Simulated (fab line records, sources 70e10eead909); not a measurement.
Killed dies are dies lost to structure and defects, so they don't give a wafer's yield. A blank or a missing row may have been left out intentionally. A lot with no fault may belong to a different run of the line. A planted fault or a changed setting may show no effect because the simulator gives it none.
Chamber matching -- flow nandHarc -- 4 sister chambers for NHARC_A_CHANNEL_FILL_D2_ALD_14 on aldHk-02
The step deposits SiO2, target thk 2.5 nm, pulse time 10 s, ald cycles 25. 16 wafers are shown with their chamber, then 8 later ones without.

== WAFERS PAIRED WITH THEIR CHAMBERS ==
wafer,chamber,heaterPowerW (W),precursorPulseHeightRel
L079.1,2,411,0.978
L079.2,0,496,1.005
L079.3,3,505,1.002
L081.1,2,411,1.035
L081.3,1,487,0.981
L081.5,1,488,1.007
L083.1,1,471,0.970
L083.2,0,484,1.018
L083.6,0,486,0.978
L082.1,3,494,0.983
L082.2,1,463,0.998
L082.3,2,420,0.993
L085.1,2,418,0.995
L085.4,1,480,1.021
L085.5,2,407,0.984
L086.1,2,414,0.999

SIGNATURES (means of the wafers above)
reading,chamber 0,chamber 1,chamber 2,chamber 3,scatter within a chamber
heaterPowerW,488.67,477.80,413.50,499.50,7.74
precursorPulseHeightRel,1.00033,0.99540,0.99733,0.99250,0.0197
Rule: for each reading, subtract the chamber's mean from the wafer's reading, divide by that reading's scatter and square the result; add these up over the readings and take the root, which gives the wafer's distance from the chamber. The wafer belongs to the nearest chamber; if the next one is less than 2 further off, it can't be placed. The scatter: the root of (the sum of the squares of (reading less its chamber's mean) over the shown wafers, divided by (wafers less chambers)).

== WAFERS WITH NO CHAMBER GIVEN ==
wafer,heaterPowerW (W),precursorPulseHeightRel
L086.2,485,0.989
L086.5,481,1.012
L090.1,514,0.998
L090.3,404,1.025
L090.6,490,0.976
L095.1,404,0.983
L095.2,487,0.979
L095.5,406,1.003

== CHAMBER TAKEN BY EACH ==
wafer,from the rows above,in truth
L086.2,can't be placed: 0 or 1 or 3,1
L086.5,can't be placed: 1 or 0 or 3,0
L090.1,can't be placed: 3 or 0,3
L090.3,2,2
L090.6,can't be placed: 0 or 3 or 1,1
L095.1,2,2
L095.2,can't be placed: 0 or 1 or 3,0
L095.5,2,2
Placed correctly: 3 of 8. From these rows, 5 cannot be placed; in 5 the true chamber is one of the candidates. 0 placed wrongly.
